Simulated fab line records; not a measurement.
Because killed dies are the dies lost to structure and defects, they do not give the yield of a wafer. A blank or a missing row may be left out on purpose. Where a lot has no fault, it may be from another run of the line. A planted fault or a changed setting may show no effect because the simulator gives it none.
Chamber matching ; flow n5_finfet ; N5_FIN_SAQP_SPACER1_ALD_24 on ald_sin-03 has 4 sister chambers
The step deposits SiO2, target thk 20.3 nm, pulse time 1 s, purge time 2 s. 20 wafers are shown with their chamber, then 10 later ones without.

## WAFERS PAIRED WITH THEIR CHAMBERS
wafer;chamber;heater_power_outer_w (W);heater_power_w (W);precursor_pulse_height_rel
L074.2;3;275;514;1.021
L074.5;1;285;470;0.989
L074.6;0;217;428;0.959
L075.2;0;222;426;0.993
L075.4;3;274;512;1.002
L075.5;2;249;422;0.994
L078.1;0;220;428;0.983
L078.2;1;286;486;0.988
L078.6;2;246;443;0.999
L082.3;2;243;430;1.014
L082.5;3;280;513;1.011
L082.6;0;216;421;1.023
L083.2;2;244;433;0.926
L083.3;3;280;505;1.011
L083.4;1;283;482;0.990
L084.1;2;242;425;1.000
L084.4;1;293;476;1.029
L084.5;1;288;488;0.977
L090.3;0;217;424;0.969
L090.4;3;267;480;0.998

SIGNATURES (averages over the wafers above)
reading;chamber 0;chamber 1;chamber 2;chamber 3;scatter within a chamber
heater_power_outer_w;218.40;287.00;244.80;275.20;3.78
heater_power_w;425.40;480.40;430.60;504.80;9.15
precursor_pulse_height_rel;0.98540;0.99460;0.98660;1.00860;0.0239
Rule: for each reading, subtract the chamber's mean from the wafer's reading, divide by that reading's scatter and square the result; add these up over the readings and take the root, which gives the wafer's distance from the chamber. If the next closest chamber is less than 2 further off than the closest, the wafer can't be placed; otherwise it belongs to the closest. The scatter: the root of (the sum of the squares of (reading less its chamber's mean) over the shown wafers, divided by (wafers less chambers)).

## WAFERS WITH NO CHAMBER GIVEN
wafer;heater_power_outer_w (W);heater_power_w (W);precursor_pulse_height_rel
L090.5;260;464;0.999
L096.2;260;460;0.998
L096.3;270;478;1.002
L096.6;267;445;0.998
L097.1;222;431;1.010
L097.2;266;483;1.005
L097.3;293;495;1.028
L097.4;263;455;0.983
L097.5;275;487;1.003
L097.6;221;427;1.006

## THE CHAMBER EACH PASSED THROUGH
wafer;from the rows above;in truth
L090.5;can't be placed: 2 or 3 or 1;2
L096.2;can't be placed: 2 or 3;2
L096.3;can't be placed: 3 or 1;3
L096.6;can't be placed: 2 or 1 or 3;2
L097.1;0;0
L097.2;3;3
L097.3;1;1
L097.4;can't be placed: 2 or 3 or 1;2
L097.5;can't be placed: 3 or 1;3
L097.6;0;0
Correctly placed: 4 of 10. Can't be placed from these rows: 6 (the true chamber is among the candidates in 6). Wrongly placed: 0.
